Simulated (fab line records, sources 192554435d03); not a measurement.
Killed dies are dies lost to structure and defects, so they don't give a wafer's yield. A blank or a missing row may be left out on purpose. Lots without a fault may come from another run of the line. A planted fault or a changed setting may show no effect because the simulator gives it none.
Chamber matching | flow n5_finfet | N5_MOL_CONTACT_COAG_ALD_20 on ald_metal-03: 4 sister chambers
The step deposits TiN, target thk 1.5 nm, pulse time 1 s, purge time 3 s. 8 wafers are shown with their chamber, then 8 later ones without.

WAFERS WITH THEIR CHAMBER
wafer  | chamber | heater_power_w (W) | precursor_pulse_height_rel
L498.2 | 0       | 894                | 0.992
L498.5 | 2       | 813                | 1.007
L499.5 | 3       | 853                | 1.001
L499.6 | 2       | 811                | 1.009
L508.2 | 1       | 899                | 0.991
L508.4 | 0       | 891                | 1.004
L510.2 | 3       | 852                | 0.984
L510.3 | 1       | 888                | 0.966

WAFERS WITHOUT THEIR CHAMBER
wafer  | heater_power_w (W) | precursor_pulse_height_rel
L510.4 | 803                | 0.997
L511.4 | 842                | 1.006
L511.6 | 828                | 0.991
L513.1 | 880                | 0.983
L513.2 | 905                | 0.985
L513.6 | 888                | 0.983
L514.1 | 826                | 0.963
L514.6 | 911                | 1.049

WHICH CHAMBER EACH WENT THROUGH
wafer  | from the rows above     | in truth
L510.4 | 2                       | 2
L511.4 | 3                       | 3
L511.6 | can't be placed: 2 or 3 | 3
L513.1 | can't be placed: 1 or 0 | 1
L513.2 | can't be placed: 1 or 0 | 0
L513.6 | can't be placed: 1 or 0 | 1
L514.1 | can't be placed: 2 or 3 | 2
L514.6 | can't be placed: 0 or 1 | 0
Placed correctly: 2 of 8. Can't be placed from these rows: 6 (the true chamber is among the candidates in 6). Placed wrongly: 0.
How it was worked out, from the rows above alone: a wafer's distance from a chamber is the root of the sum, over the readings, of the square of ((its reading less the chamber's mean) divided by the reading's scatter). The wafer belongs to the nearest chamber; if the next one is less than 2 further off, it can't be placed. A chamber's mean is the mean of its shown wafers. The scatter: the root of (the sum of the squares of (reading less its chamber's mean) over the shown wafers, divided by (wafers less chambers)).
